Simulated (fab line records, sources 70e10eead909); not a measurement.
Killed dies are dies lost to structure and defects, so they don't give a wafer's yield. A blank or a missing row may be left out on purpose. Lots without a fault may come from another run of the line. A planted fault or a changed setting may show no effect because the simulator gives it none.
fab line records | flow nand_harc | part 1 of 2: steps 1 to 4 of 6
record lots=21 wafers=63 last_day=33
route steps=1302 shown A_STAIRCASE@853 A_SGD_CUT@907 A_SLIT@922
lots that met no fault: from a run of the same line without faults
start_h: hours from the record's first day to the start of the lot's first wafer shown | wait_h: hours since the lot's step before | " the same as in the row above | L1.1+2: a row that stands for several wafers | - no value, or no start given | * or withheld: withheld | < > ~ a bound
route shown NAME@n: a module of which the file shows steps, and the number in the route of the first | usual: mean/standard deviation of fault-free wafers | same: alike in all rows | chamber/n: place in a boat | sites: the reading at each site | _std_site: their standard deviation | _edge_site: outer sites' mean less inner sites' | radius_mm: how far each site lies from the wafer's centre | mask NAME#n: copy n | behind: the tool/chamber that last shaped the wafer | hold: why the lot was held/for how many hours/how that ended | device: the transistor (n, p or np) that didn't switch | end of line: the same wafers' tests at the end of the route | a step without rows: its recipe alone | killed: dies lost to structure and defects at the first sort, not the wafer's yield | map: a wafer's dies, x killed, . not, _ none there
set.NAME: the setting as run; set.NAME@STEP: as run at that earlier step | model.NAME: the simulator's own value behind a step, which no gauge read
steps of the route over a sample of lots; a table a step, a row a wafer
services: from which hour (start_h, from the record's first day; less than 0 if before it) a tool's chamber was out of use, for how many hours, and why
## steps
# step NHARC_A_STAIRCASE_DEP_322
# recipe target_thk_a=72000 temp_c=400 target_thk_nm=7200 teos_flow_sccm=200 rf_w=500 material=SiO2
# usual heater_power_w=647/77 rf_fwd_power_W=499.6/1.6
# columns lot.wafer tool chamber start_h wait_h heater_power_w rf_fwd_power_W
L074.2 pecvd-02 0 421.29 0.1 610 500.3
L074.5 " 0 " " 550 499.2
L074.6 " 2 " " 621 498.3
L075.1 pecvd-03 1 421.40 0.2 793 498.7
L075.5 " 0 " " 641 494.6
L075.4 " 1 " " 678 500.7
L076.1 pecvd-04 0 440.54 0.3 728 500.0
L076.3 " 0 " " 590 498.8
L076.5 " 1 " " 551 500.1
L077.3 pecvd-02 0 456.12 0.1 620 500.2
L077.1 " 1 " " 644 500.1
L077.6 " 2 " " 612 500.6
L079.3 pecvd-02 1 467.12 0.1 670 498.0
L079.1 " 2 " " 699 498.1
L079.5 " 0 " " 525 499.6
L080.3 pecvd-04 0 479.73 0.2 801 500.6
L080.4 " 2 " " 612 499.2
L080.5 " 1 " " 583 498.9
L083.2 pecvd-02 0 504.08 0.1 641 501.7
L083.3 " 2 " " 708 499.3
L083.5 " 1 " " 546 501.7
L082.2 pecvd-04 1 504.22 0.3 622 497.9
L082.6 " 0 " " 620 499.1
L082.5 " 1 " " 572 499.9
L084.4 pecvd-02 2 512.63 0.4 623 498.9
L084.5 " 0 " " 527 499.2
L084.6 " 1 " " 532 499.6
L085.3 pecvd-03 2 518.39 0.2 636 498.1
L085.2 " 0 " " 738 499.8
L085.5 " 2 " " 597 501.6
L086.1 pecvd-02 2 527.85 0.1 707 500.8
L086.2 " 0 " " 569 499.3
L086.6 " 0 " " 539 498.0
L087.2 pecvd-03 0 541.98 0.1 780 500.3
L087.3 " 1 " " 837 498.7
L087.1 " 2 " " 591 499.9
L089.2 pecvd-04 1 554.50 0.2 670 498.5
L089.5 " 1 " " 554 499.8
L089.4 " 2 " " 626 502.9
L088.3 pecvd-02 0 567.14 0.1 660 497.0
L088.1 " 1 " " 654 500.1
L088.2 " 2 " " 758 497.1
L090.1 pecvd-04 1 567.43 0.3 619 498.3
L090.5 " 2 " " 625 501.1
L090.6 " 1 " " 573 498.1
L092.1 pecvd-03 1 586.86 0.1 728 499.6
L092.2 " 2 " " 693 499.6
L092.5 " 1 " " 724 500.8
L093.1 pecvd-03 0 596.71 0.1 751 501.2
L093.3 " 1 " " 853 500.4
L093.4 " 2 " " 613 500.4
L095.3 pecvd-04 2 607.89 0.1 637 499.0
L095.4 " 0 " " 621 500.8
L095.5 " 1 " " 581 499.8
L094.2 pecvd-02 0 607.99 0.2 646 500.3
L094.6 " 2 " " 620 500.0
L094.4 " 0 " " 577 499.3
L096.1 pecvd-03 2 620.89 0.3 737 500.6
L096.4 " 0 " " 602 502.9
L096.5 " 1 " " 720 498.9
L097.3 pecvd-02 2 640.32 0.1 661 498.7
L097.1 " 0 " " 663 503.3
L097.2 " 1 " " 653 499.4
# step NHARC_A_STAIRCASE_DESCUM_443
# recipe time_s=3 o2_flow_sccm=200 ar_flow_sccm=0 bias_power_w=0 chemistry=O2
# usual drypump_motor_current_A=5.8/0.46 oes_product_au=1.002/0.011 rf_vpp_V=57.8/0.86 showerhead_plenum_p_Torr=1.93/0.084 throttle_valve_pct=11.312/0.0089
# columns lot.wafer tool chamber start_h wait_h drypump_motor_current_A oes_product_au rf_hours_counter_h rf_vpp_V showerhead_plenum_p_Torr throttle_valve_pct
L075.4 rie_diel-05 1 438.05 - 5.8 1.010 10 57.5 2.03 11.305
L075.1 " 3 " " 5.1 1.003 11 58.8 2.05 11.325
L075.5 " 0 " " 5.0 1.013 - 55.7 1.94 11.316
L074.2 rie_diel-01 1 438.08 - 5.2 1.007 19 58.1 1.87 11.323
L074.6 " 2 " " 6.4 0.995 - 57.2 1.81 11.316
L074.5 " 0 " " 5.9 1.018 - 57.7 1.81 11.319
L076.1 rie_diel-01 0 456.99 - 6.0 1.000 18 57.2 1.81 11.309
L076.3 " 2 " " 6.4 0.983 17 58.7 1.80 11.311
L076.5 " 2 " " 6.4 0.982 - 56.3 1.80 11.305
L077.1 rie_diel-05 3 473.04 - 5.2 1.009 21 58.1 2.05 11.344
L077.3 " 0 " " 5.0 1.018 20 57.9 1.94 11.303
L077.6 " 1 " " 5.8 1.022 - 57.2 2.03 11.311
L079.3 rie_diel-09 2 494.37 - 6.2 1.005 58 57.2 1.93 11.300
L079.1 " 3 " " 6.4 1.001 58 58.2 2.04 11.314
L079.5 " 1 " " 5.9 0.984 - 58.4 1.97 11.321
L080.3 rie_diel-01 2 512.01 - 6.4 0.990 34 58.3 1.80 11.320
L080.4 " 0 " " 6.0 1.009 35 57.7 1.80 11.304
L080.5 " 3 " " 5.8 1.005 - 58.4 1.93 11.309
L082.2 rie_diel-05 0 521.92 - 5.0 1.014 38 58.2 1.93 11.312
L082.6 " 3 " " 5.2 1.002 - 57.0 2.04 11.329
L082.5 " 0 " " 5.0 1.009 - 59.7 1.93 11.322
L083.3 rie_diel-01 3 522.09 - 5.8 0.995 25 57.2 1.93 11.311
L083.2 " 0 " " 6.0 0.996 39 58.7 1.80 11.319
L083.5 " 2 " " 6.4 0.987 - 57.7 1.80 11.310
L084.4 rie_diel-05 1 530.56 - 5.8 1.000 46 59.1 2.02 11.313
L084.5 " 0 " " 5.0 1.014 - 57.6 1.93 11.309
L084.6 " 1 " " 5.8 0.996 - 58.0 2.02 11.300
L085.3 rie_diel-09 3 535.76 - 6.4 1.005 11 57.7 2.04 11.312
L085.2 " 2 " " 6.2 1.012 9 57.5 1.93 11.300
L085.5 " 3 " " 6.4 1.012 - 58.9 2.04 11.314
L086.2 rie_diel-01 3 546.48 - 5.8 0.993 35 58.0 1.92 11.315
L086.1 " 0 " " 6.0 1.002 49 55.6 1.80 11.298
L086.6 " 1 " " 5.2 0.972 - 57.3 1.86 11.310
L087.3 rie_diel-09 0 557.14 - 5.7 1.030 19 57.6 1.96 11.310
L087.1 " 2 " " 6.2 1.011 15 57.9 1.93 11.314
L087.2 " 3 " " 6.4 1.009 17 57.3 2.04 11.324
L089.4 rie_diel-05 3 571.53 - 5.2 1.010 54 57.9 2.04 11.311
L089.2 " 0 " " 5.0 1.008 55 57.5 1.92 11.310
L089.5 " 0 " " 5.0 1.021 - 58.3 1.93 11.320
L090.1 rie_diel-05 3 580.94 - 5.2 1.002 59 57.2 2.04 11.308
L090.5 " 2 " " 5.9 0.998 - 58.5 1.93 11.312
L090.6 " 3 " " 5.2 1.005 - 58.6 2.04 11.319
L088.2 rie_diel-01 0 581.83 - 5.9 0.997 4 57.5 1.79 11.327
L088.3 " 2 " " 6.4 0.987 5 56.7 1.79 11.322
L088.1 " 3 " " 5.8 1.018 5 57.3 1.92 11.313
L092.1 rie_diel-01 2 604.13 - 6.4 0.985 11 58.2 1.79 11.308
L092.2 " 1 " " 5.2 0.980 12 57.2 1.85 11.326
L092.5 " 2 " " 6.4 1.000 - 57.9 1.79 11.315
L093.1 rie_diel-09 2 615.26 - 6.2 1.008 29 58.5 1.92 11.294
L093.4 " 3 " " 6.4 0.993 34 59.0 2.03 11.298
L093.3 " 1 " " 5.9 0.993 34 58.3 1.96 11.303
L095.4 rie_diel-01 3 629.29 - 5.8 1.003 23 57.7 1.91 11.301
L095.3 " 0 " " 6.0 1.002 21 56.9 1.79 11.299
L095.5 " 1 " " 5.2 0.982 - 58.6 1.85 11.316
L094.2 rie_diel-05 1 629.43 - 5.8 1.003 10 59.1 2.01 11.297
L094.4 " 3 " " 5.1 1.003 11 58.5 2.03 11.302
L094.6 " 1 " " 5.8 1.005 - 57.8 2.01 11.310
L096.4 rie_diel-05 0 639.54 - 5.0 1.007 16 58.1 1.92 11.329
L096.1 " 3 " " 5.2 0.996 17 58.0 2.03 11.323
L096.5 " 1 " " 5.8 1.005 - 57.5 2.01 11.319
L097.1 rie_diel-01 2 659.17 - 6.4 0.993 31 56.3 1.78 11.313
L097.2 " 3 " " 5.8 1.000 34 58.1 1.91 11.334
L097.3 " 0 " " 6.0 1.008 32 55.4 1.79 11.312
# step NHARC_A_STAIRCASE_ETCHBACK_157
# recipe target_depth_a=900 over_etch_frac=0.3 time_s=167.14 ion_energy_ev=120 ch3f_flow_sccm=50 o2_flow_sccm=30 ar_flow_sccm=200 rf_w=500 bias_w=100 chemistry=CH3F/O2
# usual drypump_motor_current_A=5.7/0.44 oes_product_au=0.98/0.034 rf_fwd_power_W=497.6/1.7 rf_vpp_V=244.4/1.7 showerhead_plenum_p_Torr=2.45/0.1 throttle_valve_pct=20.663/0.0086
# columns lot.wafer tool chamber start_h wait_h drypump_motor_current_A oes_product_au rf_fwd_power_W rf_hours_counter_h rf_vpp_V showerhead_plenum_p_Torr throttle_valve_pct
L075.1 rie_diel-01 0 444.44 0.1 6.0 0.96 496.2 13 241.6 2.33 20.659
L075.4 " 0 " " 6.0 0.95 495.6 - 243.0 2.33 20.631
L075.5 " 2 " " 6.4 0.93 497.9 - 241.3 2.32 20.668
L074.2 rie_diel-01 1 445.31 0.2 5.2 0.96 497.8 23 245.2 2.40 20.676
L074.6 " 2 " " 6.4 0.95 501.9 - 243.1 2.32 20.666
L074.5 " 0 " " 6.0 0.98 498.7 - 242.0 2.33 20.664
L076.1 rie_diel-05 1 464.16 0.1 5.8 1.01 495.1 21 246.8 2.60 20.665
L076.3 " 3 " " 5.2 1.00 501.4 20 247.2 2.63 20.648
L076.5 " 1 " " 5.8 1.01 496.8 - 244.4 2.60 20.669
L077.3 rie_diel-01 3 479.16 0.2 5.8 0.92 500.0 10 246.0 2.48 20.666
L077.1 " 0 " " 6.0 0.94 496.1 26 242.2 2.32 20.662
L077.6 " 0 " " 6.0 0.94 496.1 - 243.2 2.32 20.675
L079.1 rie_diel-05 0 500.67 0.2 5.0 0.98 499.8 29 245.7 2.48 20.660
L079.3 " 1 " " 5.8 0.98 499.1 31 246.4 2.60 20.676
L079.5 " 0 " " 5.0 0.98 499.9 - 245.2 2.48 20.654
L080.4 rie_diel-01 2 518.25 0.2 6.4 0.90 498.3 38 243.1 2.31 20.669
L080.3 " 3 " " 5.8 0.93 500.4 24 244.2 2.48 20.649
L080.5 " 1 " " 5.2 0.91 500.5 - 242.6 2.40 20.663
L082.2 rie_diel-01 1 528.05 0.1 5.2 0.92 497.7 52 244.3 2.39 20.646
L082.5 " 1 " " 5.2 0.90 496.3 - 243.4 2.39 20.669
L082.6 " 2 " " 6.4 0.90 498.0 - 242.3 2.31 20.656
L083.2 rie_diel-09 3 528.34 0.1 6.4 1.00 498.6 10 247.5 2.61 20.655
L083.3 " 0 " " 5.8 1.01 500.2 10 245.7 2.52 20.676
L083.5 " 3 " " 6.4 1.00 496.1 - 246.5 2.61 20.665
L084.4 rie_diel-01 1 536.74 0.2 5.3 0.92 497.1 54 243.5 2.39 20.664
L084.5 " 3 " " 5.8 0.95 497.8 - 245.7 2.47 20.667
L084.6 " 0 " " 6.0 0.95 497.7 - 242.7 2.31 20.664
L085.2 rie_diel-09 0 542.07 0.1 5.7 1.00 500.0 15 245.1 2.52 20.667
L085.3 " 1 " " 5.9 0.98 498.6 13 245.7 2.52 20.676
L085.5 " 1 " " 5.9 1.00 498.4 - 247.1 2.52 20.660
L086.2 rie_diel-05 0 552.61 0.2 5.0 0.97 499.8 49 246.4 2.48 20.664
L086.1 " 2 " " 5.9 0.97 499.6 53 243.8 2.49 20.652
L086.6 " 3 " " 5.2 0.96 496.1 - 246.0 2.62 20.669
L087.3 rie_diel-09 1 563.48 0.2 5.9 0.99 496.5 20 244.6 2.52 20.654
L087.2 " 2 " " 6.2 1.01 498.1 18 244.3 2.47 20.667
L087.1 " 3 " " 6.4 1.00 499.3 22 245.7 2.61 20.657
L089.4 rie_diel-05 1 577.75 0.2 5.8 0.99 498.9 63 246.4 2.59 20.650
L089.2 " 2 " " 5.9 1.00 495.9 63 243.8 2.48 20.673
L089.5 " 3 " " 5.2 1.00 497.9 - 246.6 2.61 20.662
L090.1 rie_diel-01 0 587.44 0.2 5.9 1.01 496.2 8 242.5 2.31 20.674
L090.6 " 2 " " 6.4 0.99 497.1 - 243.2 2.31 20.665
L090.5 " 3 " " 5.8 1.00 497.4 - 244.6 2.47 20.655
L088.3 rie_diel-01 0 588.06 0.2 6.0 1.01 496.9 9 242.2 2.31 20.667
L088.1 " 1 " " 5.2 1.00 498.4 9 244.5 2.39 20.661
L088.2 " 2 " " 6.4 0.99 498.6 8 242.0 2.31 20.664
L092.1 rie_diel-05 2 610.33 0.2 5.9 1.02 497.8 6 245.4 2.48 20.673
L092.2 " 3 " " 5.2 0.99 496.8 5 247.9 2.61 20.668
L092.5 " 1 " " 5.8 0.99 492.1 - 245.9 2.58 20.668
L093.4 rie_diel-09 0 621.38 0.2 5.8 1.02 498.8 44 247.3 2.50 20.663
L093.3 " 2 " " 6.1 1.00 498.4 32 243.8 2.47 20.678
L093.1 " 3 " " 6.4 1.00 496.8 39 247.0 2.60 20.668
L095.4 rie_diel-05 0 635.48 0.2 5.0 0.99 496.7 16 246.4 2.47 20.668
L095.3 " 3 " " 5.2 1.00 496.4 16 245.5 2.60 20.684
L095.5 " 1 " " 5.8 0.99 495.0 - 246.8 2.58 20.644
L094.2 rie_diel-01 3 635.76 0.1 5.8 1.01 494.7 26 245.1 2.46 20.668
L094.4 " 1 " " 5.2 0.99 499.0 23 243.6 2.38 20.665
L094.6 " 0 " " 6.0 1.00 493.7 - 243.2 2.30 20.671
L096.4 rie_diel-05 1 645.75 0.2 5.8 0.94 495.7 17 246.6 2.58 20.651
L096.1 " 3 " " 5.2 0.93 498.0 21 246.8 2.60 20.654
L096.5 " 1 " " 5.8 0.95 496.5 - 247.1 2.58 20.656
L097.2 rie_diel-01 3 665.32 0.2 5.8 1.00 498.6 38 244.5 2.45 20.669
L097.3 " 0 " " 6.0 1.02 495.4 34 242.0 2.30 20.665
L097.1 " 2 " " 6.4 1.00 496.7 36 242.6 2.30 20.666
# step NHARC_A_SGD_CUT_ETCH_15
# recipe target_depth_a=750 time_s=64.3 ch3f_flow_sccm=50 o2_flow_sccm=30 ar_flow_sccm=200 rf_w=500 bias_w=100 chemistry=CH3F/O2
# usual drypump_motor_current_A=6.2/0.4 oes_product_au=0.960/0.017 rf_fwd_power_W=495.9/1.8 rf_vpp_V=263.9/1.9 showerhead_plenum_p_Torr=2.45/0.11 throttle_valve_pct=20.663/0.009
# columns lot.wafer tool chamber start_h wait_h drypump_motor_current_A oes_product_au rf_fwd_power_W rf_hours_counter_h rf_vpp_V showerhead_plenum_p_Torr throttle_valve_pct
L075.4 rie_diel-02 1 - - 5.7 0.968 495.6 3 263.1 2.42 20.657
L075.1 " 2 " " 6.3 0.958 496.7 4 264.9 2.50 20.666
L075.5 " 1 " " 5.7 0.969 494.8 - 263.0 2.42 20.675
L074.2 rie_diel-02 0 - - 6.6 0.975 495.5 4 264.3 2.44 20.663
L074.5 " 2 " " 6.2 0.969 496.1 - 263.4 2.50 20.680
L074.6 " 3 " " 6.1 0.959 495.4 - 262.3 2.35 20.672
L076.3 rie_diel-12 2 - - 5.2 0.974 492.1 1 267.5 2.62 20.671
L076.1 " 3 " " 6.4 0.959 498.0 1 266.0 2.64 20.672
L076.5 " 1 " " 6.6 0.979 494.2 - 265.1 2.57 20.649
L077.1 rie_diel-02 3 - - 6.1 0.963 497.9 5 262.5 2.35 20.668
L077.3 " 1 " " 5.7 0.963 496.5 7 262.4 2.42 20.668
L077.6 " 3 " " 6.1 0.955 498.1 - 264.7 2.35 20.666
L079.3 rie_diel-02 0 - - 6.6 0.974 493.9 7 263.6 2.43 20.667
L079.1 " 3 " " 6.1 0.956 497.5 6 261.7 2.35 20.670
L079.5 " 0 " " 6.6 0.968 493.6 - 264.1 2.44 20.675
L080.4 rie_diel-12 2 - - 5.2 0.988 495.0 3 265.9 2.62 20.662
L080.3 " 3 " " 6.4 0.980 496.7 3 268.0 2.64 20.659
L080.5 " 3 " " 6.4 0.990 493.4 - 264.4 2.64 20.663
L082.2 rie_diel-02 0 - - 6.6 0.977 496.6 9 264.3 2.43 20.674
L082.5 " 3 " " 6.1 0.941 496.2 - 263.2 2.35 20.669
L082.6 " 0 " " 6.6 0.984 493.0 - 263.6 2.43 20.654
L083.3 rie_diel-07 2 - - 6.0 0.925 493.9 4 263.5 2.46 20.669
L083.2 " 3 " " 6.6 0.921 496.7 4 264.6 2.45 20.664
L083.5 " 3 " " 6.6 0.927 496.6 - 263.9 2.45 20.648
L084.4 rie_diel-07 3 - - 6.6 0.970 493.9 5 264.8 2.45 20.663
L084.6 " 1 " " 6.2 0.957 495.3 - 260.4 2.29 20.664
L084.5 " 2 " " 6.0 0.969 496.3 - 264.2 2.46 20.658
L085.3 rie_diel-12 0 - - 6.5 0.947 498.1 4 261.7 2.29 20.681
L085.2 " 2 " " 5.2 0.986 492.8 4 265.4 2.62 20.658
L085.5 " 1 " " 6.6 0.985 493.7 - 266.5 2.56 20.658
L086.2 rie_diel-12 1 - - 6.6 0.928 493.3 4 266.3 2.56 20.666
L086.1 " 2 " " 5.2 0.926 492.9 4 266.4 2.62 20.662
L086.6 " 3 " " 6.4 0.920 496.7 - 266.2 2.64 20.663
L087.1 rie_diel-12 0 - - 6.5 0.972 498.9 5 261.9 2.29 20.682
L087.2 " 2 " " 5.2 0.967 491.5 5 266.6 2.62 20.672
L087.3 " 3 " " 6.4 0.966 498.9 5 266.2 2.64 20.650
L089.4 rie_diel-12 3 - - 6.4 0.945 496.0 6 267.3 2.64 20.664
L089.2 " 2 " " 5.2 0.957 491.8 6 266.2 2.61 20.658
L089.5 " 0 " " 6.5 0.952 498.9 - 262.2 2.29 20.649
L090.1 rie_diel-07 0 - - 5.7 0.966 494.9 6 263.0 2.40 20.669
L090.6 " 3 " " 6.6 0.978 498.6 - 265.0 2.45 20.660
L090.5 " 0 " " 5.7 0.979 494.9 - 264.8 2.40 20.663
L088.2 rie_diel-02 2 - - 6.3 0.976 495.8 1 264.4 2.49 20.640
L088.3 " 3 " " 6.1 0.973 498.9 0 260.9 2.35 20.662
L088.1 " 0 " " 6.6 0.943 498.7 0 264.4 2.43 20.657
L092.1 rie_diel-12 0 - - 6.5 0.962 497.7 8 263.5 2.29 20.664
L092.2 " 1 " " 6.6 0.959 495.4 7 265.3 2.56 20.666
L092.5 " 3 " " 6.4 0.946 496.5 - 266.3 2.64 20.665
L093.3 rie_diel-07 0 - - 5.7 0.976 495.6 10 264.2 2.40 20.670
L093.1 " 1 " " 6.1 0.952 496.5 12 261.3 2.29 20.663
L093.4 " 3 " " 6.6 0.976 495.9 12 263.9 2.45 20.663
L095.4 rie_diel-02 3 - - 6.1 0.956 497.7 3 262.5 2.35 20.669
L095.3 " 0 " " 6.6 0.952 492.4 3 263.2 2.43 20.664
L095.5 " 3 " " 6.1 0.966 495.3 - 261.5 2.35 20.653
L094.4 rie_diel-12 1 - - 6.6 0.942 494.2 1 265.4 2.56 20.655
L094.2 " 2 " " 5.2 0.961 493.8 1 267.4 2.61 20.637
L094.6 " 1 " " 6.6 0.952 495.0 - 264.3 2.56 20.655
L096.1 rie_diel-02 0 - - 6.6 0.955 494.2 4 263.1 2.43 20.668
L096.4 " 1 " " 5.8 0.968 495.2 4 262.1 2.41 20.664
L096.5 " 3 " " 6.1 0.968 497.2 - 263.8 2.35 20.646
L097.1 rie_diel-07 1 - - 6.2 0.951 494.4 1 261.7 2.28 20.654
L097.3 " 2 " " 6.0 0.986 495.5 1 261.7 2.46 20.666
L097.2 " 0 " " 5.7 0.967 497.4 1 262.9 2.40 20.655
